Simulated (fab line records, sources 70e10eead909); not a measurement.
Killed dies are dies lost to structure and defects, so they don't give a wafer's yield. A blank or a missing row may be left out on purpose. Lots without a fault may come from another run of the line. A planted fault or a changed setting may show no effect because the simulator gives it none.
Which tool did it? | flow nand_harc | 24 lots, 72 wafers sampled, at 6 steps of a route of 1302

WHAT THE GAUGES READ, wafer by wafer
The record holds no reading of a measuring or inspecting step that can be judged against a usual standard deviation.

WHICH TOOL RAN EACH LOT (tool, then ch and the chambers of the sampled wafers, then the start)
lot  | NHARC_A_CHANNEL_FILL_D2_ALD_16   | NHARC_A_CHANNEL_FILL_D2_ETCHBACK_20 | NHARC_A_CHANNEL_FILL_D2_RTA_24   | NHARC_A_STAIRCASE_DESCUM_11        | NHARC_A_STAIRCASE_TRIM_16                     | NHARC_A_STAIRCASE_STRIP_175
L074 | ald_hk-01 ch 0,1,3, day 14 02:49 | rie_diel-04 ch 0,1,2, day 14 18:32  | rtp_anneal-01 ch 0, day 15 18:02 | rie_diel-11 ch 0,2, day 15 21:52   | rie_diel-11 ch 2,3, day 16 00:07 or earlier   | plasma_asher-01 ch 0,1, day 16 00:07
L075 | ald_hk-02 ch 0,2,3, day 14 10:01 | rie_diel-10 ch 0,2, day 14 21:58    | rtp_anneal-01 ch 0, day 15 21:58 | rie_diel-08 ch 0,1, day 16 01:05   | rie_diel-08 ch 0,1,2, day 16 03:35 or earlier | plasma_asher-01 ch 0,1, day 16 03:35
L076 | ald_hk-02 ch 0,3, day 14 14:50   | rie_diel-13 ch 1,2,3, day 15 02:16  | rtp_anneal-02 ch 0, day 16 05:03 | rie_diel-08 ch 0,1,2, day 16 08:08 | rie_diel-08 ch 1,2,3, day 16 10:23 or earlier | plasma_asher-01 ch 0,1, day 16 10:23
L077 | ald_hk-03 ch 0,2, day 15 06:54   | rie_diel-10 ch 0,2, day 15 18:51    | rtp_anneal-02 ch 0, day 16 22:14 | rie_diel-11 ch 0,2,3, day 17 07:07 | rie_diel-11 ch 0,2,3, day 17 09:25 or earlier | plasma_asher-02 ch 0,1, day 17 09:25
L078 | ald_hk-02 ch 0,3, day 15 06:55   | rie_diel-04 ch 0,2,3, day 15 18:52  | rtp_anneal-02 ch 0, day 16 18:24 | rie_diel-07 ch 2,3, day 17 06:40   | rie_diel-07 ch 0,1, day 17 09:03 or earlier   | plasma_asher-01 ch 0,1, day 17 09:03
L079 | ald_hk-01 ch 0,1,2, day 16 06:26 | rie_diel-04 ch 1,2,3, day 16 18:32  | rtp_anneal-02 ch 0, day 17 21:18 | rie_diel-07 ch 1,2,3, day 18 00:42 | rie_diel-07 ch 0,1, day 18 04:58 or earlier   | plasma_asher-01 ch 0,1, day 18 04:58
L080 | ald_hk-03 ch 0,1,3, day 16 06:32 | rie_diel-13 ch 0,1,2, day 16 18:34  | rtp_anneal-01 ch 0, day 17 21:27 | rie_diel-07 ch 2,3, day 18 00:44   | rie_diel-07 ch 0,1,3, day 18 05:36 or earlier | plasma_asher-01 ch 0,1, day 18 05:36
L083 | ald_hk-01 ch 0,1,2, day 18 01:55 | rie_diel-04 ch 1,3, day 18 13:56    | rtp_anneal-02 ch 0, day 19 14:34 | rie_diel-08 ch 0,1, day 19 17:41   | rie_diel-08 ch 0,1,3, day 19 19:51 or earlier | plasma_asher-02 ch 1, day 19 19:51
L082 | ald_hk-01 ch 1,2,3, day 18 05:01 | rie_diel-13 ch 0,1,2, day 18 13:55  | rtp_anneal-02 ch 0, day 19 18:17 | rie_diel-08 ch 0,1,2, day 19 21:29 | rie_diel-08 ch 0,2,3, day 20 00:01 or earlier | plasma_asher-02 ch 0,1, day 20 00:01
L081 | ald_hk-03 ch 0,2,3, day 18 05:07 | rie_diel-13 ch 0,2,3, day 18 17:12  | rtp_anneal-01 ch 0, day 19 18:24 | rie_diel-11 ch 0,1,2, day 19 21:40 | rie_diel-11 ch 0,2, day 20 00:13 or earlier   | plasma_asher-01 ch 0,1, day 20 00:13
L085 | ald_hk-02 ch 0,1,3, day 18 15:52 | rie_diel-13 ch 2,3, day 19 03:54    | rtp_anneal-01 ch 0, day 20 03:48 | rie_diel-11 ch 2,3, day 20 07:20   | rie_diel-11 ch 0,1,3, day 20 09:38 or earlier | plasma_asher-02 ch 0,1, day 20 09:38
L084 | ald_hk-02 ch 0,1,3, day 18 21:14 | rie_diel-04 ch 1,2, day 19 09:08    | rtp_anneal-02 ch 0, day 20 12:39 | rie_diel-08 ch 1,2,3, day 20 15:36 | rie_diel-08 ch 0,1,3, day 20 17:49 or earlier | plasma_asher-02 ch 0,1, day 20 17:49
L086 | ald_hk-02 ch 0,1, day 19 06:43   | rie_diel-10 ch 0,2, day 19 18:56    | rtp_anneal-01 ch 0, day 20 18:25 | rie_diel-08 ch 0,3, day 20 21:17   | rie_diel-08 ch 0,1,2, day 20 23:45 or earlier | plasma_asher-01 ch 0,1, day 20 23:45
L087 | ald_hk-02 ch 0,1, day 19 11:41   | rie_diel-04 ch 1,2,3, day 19 23:47  | rtp_anneal-01 ch 0, day 20 23:29 | rie_diel-11 ch 0,1,3, day 21 02:35 | rie_diel-11 ch 0,3, day 21 05:29 or earlier   | plasma_asher-01 ch 0,1, day 21 05:29
L089 | ald_hk-01 ch 0,1, day 20 11:10   | rie_diel-13 ch 0,1,3, day 20 22:41  | rtp_anneal-02 ch 0, day 22 01:23 | rie_diel-07 ch 0,2,3, day 22 05:11 | rie_diel-07 ch 2,3, day 22 08:26 or earlier   | plasma_asher-02 ch 0, day 22 08:26
L088 | ald_hk-03 ch 0,1, day 20 11:11   | rie_diel-04 ch 0,1,2, day 20 22:41  | rtp_anneal-02 ch 0, day 22 01:13 | rie_diel-07 ch 2,3, day 22 05:34   | rie_diel-07 ch 2,3, day 22 08:19 or earlier   | plasma_asher-01 ch 0,1, day 22 08:19
L090 | ald_hk-03 ch 0,2,3, day 20 15:12 | rie_diel-04 ch 0,1,2, day 21 03:05  | rtp_anneal-01 ch 0, day 22 01:19 | rie_diel-07 ch 0,1,2, day 22 04:53 | rie_diel-07 ch 0,1,3, day 22 07:31 or earlier | plasma_asher-01 ch 0,1, day 22 07:31
L091 | ald_hk-02 ch 0,1,3, day 21 03:26 | rie_diel-10 ch 0,1, day 21 16:33    | rtp_anneal-02 ch 0, day 22 15:45 | rie_diel-07 ch 0,3, day 22 19:02   | rie_diel-07 ch 0,1, day 22 21:50 or earlier   | plasma_asher-01 ch 0,1, day 22 21:50
L092 | ald_hk-02 ch 0,2,3, day 21 03:31 | rie_diel-13 ch 0,1,2, day 21 16:33  | rtp_anneal-01 ch 0, day 22 15:42 | rie_diel-07 ch 0,1,2, day 22 18:52 | rie_diel-07 ch 0,2,3, day 22 21:26 or earlier | plasma_asher-02 ch 0,1, day 22 21:26
L093 | ald_hk-01 ch 0,1,2, day 22 05:56 | rie_diel-04 ch 0,1, day 22 17:29    | rtp_anneal-02 ch 0, day 23 17:17 | rie_diel-11 ch 0,1,3, day 23 20:26 | rie_diel-11 ch 0,2,3, day 23 23:02 or earlier | plasma_asher-02 ch 0,1, day 23 23:02
L095 | ald_hk-03 ch 1,2, day 23 00:54   | rie_diel-13 ch 0,2,3, day 23 13:22  | rtp_anneal-02 ch 0, day 24 13:14 | rie_diel-07 ch 0,2, day 24 20:23   | rie_diel-07 ch 0,1,3, day 24 22:44 or earlier | plasma_asher-02 ch 0,1, day 24 22:44
L094 | ald_hk-01 ch 2,3, day 23 00:55   | rie_diel-10 ch 0,2, day 23 13:22    | rtp_anneal-02 ch 0, day 24 13:06 | rie_diel-08 ch 0,1,2, day 24 16:04 | rie_diel-08 ch 1,2,3, day 24 18:13 or earlier | plasma_asher-01 ch 0,1, day 24 18:13
L096 | ald_hk-03 ch 0,2, day 23 10:41   | rie_diel-04 ch 0,2, day 23 22:38    | rtp_anneal-01 ch 0, day 24 22:15 | rie_diel-07 ch 0,2,3, day 25 01:20 | rie_diel-07 ch 0,2, day 25 03:51 or earlier   | plasma_asher-02 ch 0,1, day 25 03:51
L097 | ald_hk-01 ch 1,2,3, day 23 10:43 | rie_diel-13 ch 0,1,3, day 23 22:38  | rtp_anneal-02 ch 0, day 24 22:15 | rie_diel-11 ch 0,2,3, day 25 01:31 | rie_diel-11 ch 1,2,3, day 25 04:08 or earlier | plasma_asher-02 ch 0,1, day 25 04:08
- NHARC_A_CHANNEL_FILL_D2_ALD_16: deposits SiO2, target thk 1.5 nm, pulse time 10 s, ald cycles 15.
- NHARC_A_CHANNEL_FILL_D2_ETCHBACK_20: etches the open film in C4F8/O2/Ar, target depth 27 nm, time 13.5 s.
- NHARC_A_CHANNEL_FILL_D2_RTA_24: time 5 s.
- NHARC_A_STAIRCASE_DESCUM_11: chemistry O2, time 3 s.
- NHARC_A_STAIRCASE_TRIM_16: chemistry O2, time 211.2 s.
- NHARC_A_STAIRCASE_STRIP_175: strips in O2.

WHAT THE TOOLS THEMSELVES READ (means of the sampled wafers that have a number; where no wafer has one, the mark that the record gives instead)
NHARC_A_CHANNEL_FILL_D2_ALD_16. Usual: heater_power_w 458 W, standard deviation 40; precursor_pulse_height_rel 1.001, standard deviation 0.02.
lot  | tool      | heater_power_w (W) | precursor_pulse_height_rel | flag
L074 | ald_hk-01 | 472                | 1.008                      |
L075 | ald_hk-02 | 457                | 1.005                      |
L076 | ald_hk-02 | 448                | 1.021                      |
L077 | ald_hk-03 | 455                | 0.989                      |
L078 | ald_hk-02 | 462                | 1.013                      |
L079 | ald_hk-01 | 468                | 1.011                      |
L080 | ald_hk-03 | 460                | 0.988                      |
L083 | ald_hk-01 | 470                | 0.983                      |
L082 | ald_hk-01 | 452                | 1.019                      |
L081 | ald_hk-03 | 442                | 0.997                      |
L085 | ald_hk-02 | 465                | 0.997                      |
L084 | ald_hk-02 | 467                | 1.015                      |
L086 | ald_hk-02 | 441                | 1.005                      |
L087 | ald_hk-02 | 447                | 1.007                      |
L089 | ald_hk-01 | 489                | 0.994                      |
L088 | ald_hk-03 | 494                | 1.020                      |
L090 | ald_hk-03 | 448                | 1.014                      |
L091 | ald_hk-02 | 473                | 1.017                      |
L092 | ald_hk-02 | 468                | 0.987                      |
L093 | ald_hk-01 | 456                | 0.991                      |
L095 | ald_hk-03 | 416                | 1.014                      |
L094 | ald_hk-01 | 451                | 1.008                      |
L096 | ald_hk-03 | 494                | 0.995                      |
L097 | ald_hk-01 | 452                | 0.983                      |

NHARC_A_CHANNEL_FILL_D2_ETCHBACK_20. Usual: oes_product_au 0.991 a.u., standard deviation 0.023; rf_vpp_V 976 V, standard deviation 4.9.
lot  | tool        | oes_product_au (a.u.) | rf_vpp_V (V) | flag
L074 | rie_diel-04 | 1.003                 | 975          |
L075 | rie_diel-10 | 0.997                 | 977          |
L076 | rie_diel-13 | 1.004                 | 975          |
L077 | rie_diel-10 | 0.992                 | 978          |
L078 | rie_diel-04 | 1.011                 | 978          |
L079 | rie_diel-04 | 1.004                 | 980          |
L080 | rie_diel-13 | 0.930                 | 974          |
L083 | rie_diel-04 | 0.995                 | 984          |
L082 | rie_diel-13 | 0.995                 | 973          |
L081 | rie_diel-13 | 0.924                 | 973          |
L085 | rie_diel-13 | 1.001                 | 972          |
L084 | rie_diel-04 | 0.961                 | 976          |
L086 | rie_diel-10 | 0.999                 | 979          |
L087 | rie_diel-04 | 1.000                 | 981          |
L089 | rie_diel-13 | 0.996                 | 975          |
L088 | rie_diel-04 | 1.000                 | 975          |
L090 | rie_diel-04 | 0.995                 | 975          |
L091 | rie_diel-10 | 0.991                 | 975          |
L092 | rie_diel-13 | 0.993                 | 973          |
L093 | rie_diel-04 | 0.993                 | 972          |
L095 | rie_diel-13 | 1.007                 | 973          |
L094 | rie_diel-10 | 0.987                 | 979          |
L096 | rie_diel-04 | 0.999                 | 974          |
L097 | rie_diel-13 | 0.998                 | 975          |

NHARC_A_CHANNEL_FILL_D2_RTA_24. Usual: lamp_power_pct 32.9 %, standard deviation 0.75; lamp_zone_2_pct 32.9 %, standard deviation 0.75; lamp_zone_5_pct 32.9 %, standard deviation 0.75; lamp_zone_6_pct 32.8 %, standard deviation 0.75; wafer_temp_C_max 1007.3, standard deviation 1.9.
lot  | tool          | lamp_power_pct (%) | lamp_zone_2_pct (%) | lamp_zone_5_pct (%) | lamp_zone_6_pct (%) | wafer_temp_C_max | flag
L074 | rtp_anneal-01 | 32.0               | 32.0                | 32.0                | 31.9                | 1004.7           |
L075 | rtp_anneal-01 | 32.0               | 32.0                | 32.0                | 31.9                | 1005.8           |
L076 | rtp_anneal-02 | 33.5               | 33.5                | 33.6                | 33.4                | 1008.0           |
L077 | rtp_anneal-02 | 33.5               | 33.5                | 33.5                | 33.5                | 1008.1           |
L078 | rtp_anneal-02 | 33.5               | 33.5                | 33.5                | 33.4                | 1008.5           |
L079 | rtp_anneal-02 | 33.6               | 33.5                | 33.6                | 33.5                | 1006.8           |
L080 | rtp_anneal-01 | 32.0               | 32.0                | 32.0                | 31.9                | 1007.5           |
L083 | rtp_anneal-02 | 33.5               | 33.5                | 33.6                | 33.5                | 1007.7           |
L082 | rtp_anneal-02 | 33.6               | 33.6                | 33.5                | 33.5                | 1009.4           |
L081 | rtp_anneal-01 | 32.0               | 32.0                | 32.0                | 32.0                | 1004.9           |
L085 | rtp_anneal-01 | 32.0               | 32.0                | 32.0                | 31.9                | 1005.4           |
L084 | rtp_anneal-02 | 33.5               | 33.5                | 33.5                | 33.4                | 1009.0           |
L086 | rtp_anneal-01 | 32.0               | 32.0                | 32.0                | 31.9                | 1006.6           |
L087 | rtp_anneal-01 | 32.0               | 32.0                | 32.0                | 32.0                | 1007.2           |
L089 | rtp_anneal-02 | 33.5               | 33.5                | 33.5                | 33.4                | 1007.4           |
L088 | rtp_anneal-02 | 33.5               | 33.5                | 33.5                | 33.5                | 1009.6           |
L090 | rtp_anneal-01 | 32.0               | 32.0                | 32.0                | 32.0                | 1006.8           |
L091 | rtp_anneal-02 | 33.5               | 33.5                | 33.6                | 33.5                | 1006.6           |
L092 | rtp_anneal-01 | 32.0               | 32.0                | 32.0                | 31.9                | 1007.3           |
L093 | rtp_anneal-02 | 33.5               | 33.5                | 33.5                | 33.5                | 1009.1           |
L095 | rtp_anneal-02 | 33.5               | 33.6                | 33.5                | 33.4                | 1006.7           |
L094 | rtp_anneal-02 | 33.5               | 33.5                | 33.6                | 33.5                | 1007.8           |
L096 | rtp_anneal-01 | 32.0               | 32.0                | 32.0                | 31.9                | 1006.2           |
L097 | rtp_anneal-02 | 33.6               | 33.5                | 33.6                | 33.5                | 1006.9           |

NHARC_A_STAIRCASE_DESCUM_11. Usual: drypump_motor_current_A 5.7 A, standard deviation 0.41; oes_product_au 0.998 a.u., standard deviation 0.011; rf_vpp_V 57.7 V, standard deviation 0.88; showerhead_plenum_p_Torr 1.90 Torr, standard deviation 0.049; throttle_valve_pct 11.311 %, standard deviation 0.0074.
lot  | tool        | drypump_motor_current_A (A) | oes_product_au (a.u.) | rf_vpp_V (V) | showerhead_plenum_p_Torr (Torr) | throttle_valve_pct (%) | flag
L074 | rie_diel-11 | 5.6                         | 0.986                 | 58.0         | 1.90                            | 11.310                 |
L075 | rie_diel-08 | 5.6                         | 0.994                 | 58.2         | 1.91                            | 11.310                 |
L076 | rie_diel-08 | 5.8                         | 0.994                 | 57.1         | 1.90                            | 11.313                 |
L077 | rie_diel-11 | 5.4                         | 0.991                 | 58.2         | 1.90                            | 11.307                 |
L078 | rie_diel-07 | 5.3                         | 1.015                 | 58.5         | 1.98                            | 11.315                 |
L079 | rie_diel-07 | 5.5                         | 1.001                 | 57.8         | 1.93                            | 11.305                 |
L080 | rie_diel-07 | 5.3                         | 1.013                 | 57.9         | 1.98                            | 11.309                 |
L083 | rie_diel-08 | 5.6                         | 0.989                 | 56.9         | 1.90                            | 11.306                 |
L082 | rie_diel-08 | 5.8                         | 0.986                 | 57.2         | 1.89                            | 11.308                 |
L081 | rie_diel-11 | 5.6                         | 0.991                 | 58.5         | 1.88                            | 11.316                 |
L085 | rie_diel-11 | 5.3                         | 1.000                 | 58.0         | 1.88                            | 11.307                 |
L084 | rie_diel-08 | 5.9                         | 0.998                 | 58.1         | 1.87                            | 11.303                 |
L086 | rie_diel-08 | 5.8                         | 0.996                 | 58.5         | 1.86                            | 11.303                 |
L087 | rie_diel-11 | 5.5                         | 0.993                 | 57.8         | 1.89                            | 11.312                 |
L089 | rie_diel-07 | 5.6                         | 1.008                 | 58.3         | 1.92                            | 11.308                 |
L088 | rie_diel-07 | 5.3                         | 1.007                 | 58.3         | 1.97                            | 11.317                 |
L090 | rie_diel-07 | 5.9                         | 0.996                 | 58.3         | 1.91                            | 11.311                 |
L091 | rie_diel-07 | 5.4                         | 0.997                 | 58.5         | 1.87                            | 11.321                 |
L092 | rie_diel-07 | 5.9                         | 0.995                 | 57.7         | 1.91                            | 11.309                 |
L093 | rie_diel-11 | 5.5                         | 1.002                 | 57.1         | 1.88                            | 11.315                 |
L095 | rie_diel-07 | 5.7                         | 0.999                 | 57.4         | 1.95                            | 11.313                 |
L094 | rie_diel-08 | 5.8                         | 0.987                 | 58.1         | 1.88                            | 11.315                 |
L096 | rie_diel-07 | 5.6                         | 1.006                 | 57.5         | 1.91                            | 11.318                 |
L097 | rie_diel-11 | 5.4                         | 1.000                 | 58.0         | 1.88                            | 11.315                 |

NHARC_A_STAIRCASE_TRIM_16. Usual: drypump_motor_current_A 5.7 A, standard deviation 0.42; oes_product_au 0.996 a.u., standard deviation 0.01; rf_vpp_V 57.8 V, standard deviation 0.84; showerhead_plenum_p_Torr 3.48 Torr, standard deviation 0.074; throttle_valve_pct 17.036 %, standard deviation 0.0087.
lot  | tool        | drypump_motor_current_A (A) | oes_product_au (a.u.) | rf_vpp_V (V) | showerhead_plenum_p_Torr (Torr) | throttle_valve_pct (%) | flag
L074 | rie_diel-11 | 5.3                         | 1.003                 | 57.6         | 3.48                            | 17.037                 |
L075 | rie_diel-08 | 5.8                         | 0.993                 | 57.1         | 3.50                            | 17.036                 |
L076 | rie_diel-08 | 5.9                         | 0.986                 | 58.6         | 3.47                            | 17.038                 |
L077 | rie_diel-11 | 5.4                         | 0.998                 | 58.0         | 3.50                            | 17.044                 |
L078 | rie_diel-07 | 6.2                         | 0.986                 | 57.1         | 3.46                            | 17.035                 |
L079 | rie_diel-07 | 6.2                         | 1.000                 | 58.4         | 3.45                            | 17.047                 |
L080 | rie_diel-07 | 5.8                         | 0.998                 | 57.2         | 3.46                            | 17.041                 |
L083 | rie_diel-08 | 5.7                         | 0.986                 | 57.1         | 3.47                            | 17.039                 |
L082 | rie_diel-08 | 5.9                         | 0.989                 | 57.5         | 3.46                            | 17.040                 |
L081 | rie_diel-11 | 5.6                         | 0.996                 | 58.1         | 3.49                            | 17.031                 |
L085 | rie_diel-11 | 5.6                         | 1.000                 | 57.1         | 3.49                            | 17.040                 |
L084 | rie_diel-08 | 5.7                         | 0.987                 | 58.0         | 3.47                            | 17.042                 |
L086 | rie_diel-08 | 5.7                         | 0.993                 | 57.7         | 3.48                            | 17.036                 |
L087 | rie_diel-11 | 5.3                         | 0.997                 | 57.9         | 3.51                            | 17.032                 |
L089 | rie_diel-07 | 5.2                         | 1.002                 | 57.5         | 3.55                            | 17.045                 |
L088 | rie_diel-07 | 5.1                         | 1.005                 | 59.0         | 3.55                            | 17.024                 |
L090 | rie_diel-07 | 5.8                         | 0.996                 | 57.3         | 3.45                            | 17.031                 |
L091 | rie_diel-07 | 6.2                         | 0.989                 | 57.4         | 3.43                            | 17.041                 |
L092 | rie_diel-07 | 5.6                         | 1.004                 | 58.6         | 3.53                            | 17.033                 |
L093 | rie_diel-11 | 5.4                         | 0.991                 | 57.6         | 3.47                            | 17.032                 |
L095 | rie_diel-07 | 5.8                         | 1.001                 | 57.7         | 3.43                            | 17.032                 |
L094 | rie_diel-08 | 5.9                         | 0.990                 | 57.8         | 3.45                            | 17.032                 |
L096 | rie_diel-07 | 6.0                         | 0.992                 | 57.0         | 3.50                            | 17.037                 |
L097 | rie_diel-11 | 5.4                         | 1.000                 | 57.1         | 3.45                            | 17.036                 |

NHARC_A_STAIRCASE_STRIP_175. Usual: drypump_motor_current_A 5.6 A, standard deviation 0.45; heater_power_w 325 W, standard deviation 22.
lot  | tool            | drypump_motor_current_A (A) | heater_power_w (W) | flag
L074 | plasma_asher-01 | 5.2                         | 321                |
L075 | plasma_asher-01 | 5.2                         | 339                |
L076 | plasma_asher-01 | 5.3                         | 339                |
L077 | plasma_asher-02 | 6.1                         | 326                |
L078 | plasma_asher-01 | 5.2                         | 342                |
L079 | plasma_asher-01 | 5.2                         | 329                |
L080 | plasma_asher-01 | 5.1                         | 317                |
L083 | plasma_asher-02 | 6.0                         | 307                |
L082 | plasma_asher-02 | 6.1                         | 320                |
L081 | plasma_asher-01 | 5.3                         | 329                |
L085 | plasma_asher-02 | 6.1                         | 314                |
L084 | plasma_asher-02 | 6.1                         | 317                |
L086 | plasma_asher-01 | 5.1                         | 318                |
L087 | plasma_asher-01 | 5.1                         | 319                |
L089 | plasma_asher-02 | 6.2                         | 341                |
L088 | plasma_asher-01 | 5.1                         | 320                |
L090 | plasma_asher-01 | 5.2                         | 319                |
L091 | plasma_asher-01 | 5.1                         | 319                |
L092 | plasma_asher-02 | 6.1                         | 326                |
L093 | plasma_asher-02 | 6.1                         | 321                |
L095 | plasma_asher-02 | 6.1                         | 325                |
L094 | plasma_asher-01 | 5.2                         | 319                |
L096 | plasma_asher-02 | 6.1                         | 333                |
L097 | plasma_asher-02 | 6.1                         | 319                |

THE ANSWER, worked out from the rows above alone
Rule: a lot is off if the mean of its wafers that have a number lies more than 3 standard deviations from the usual mean. A lot without any number at a reading at which 4 lots or more have one is off too. The other lots that the step has rows for count as sound. The gauges are gone through in route order, then the tools' own readings, and for those a lot's mean is taken as printed above. The first step at which some lot is off is used, and at that step the reading that is off furthest; a lot without a number counts as furthest.
No lot is off at any reading shown: from this, nothing can be told.

WHAT THE SIMULATOR HAD PUT IN
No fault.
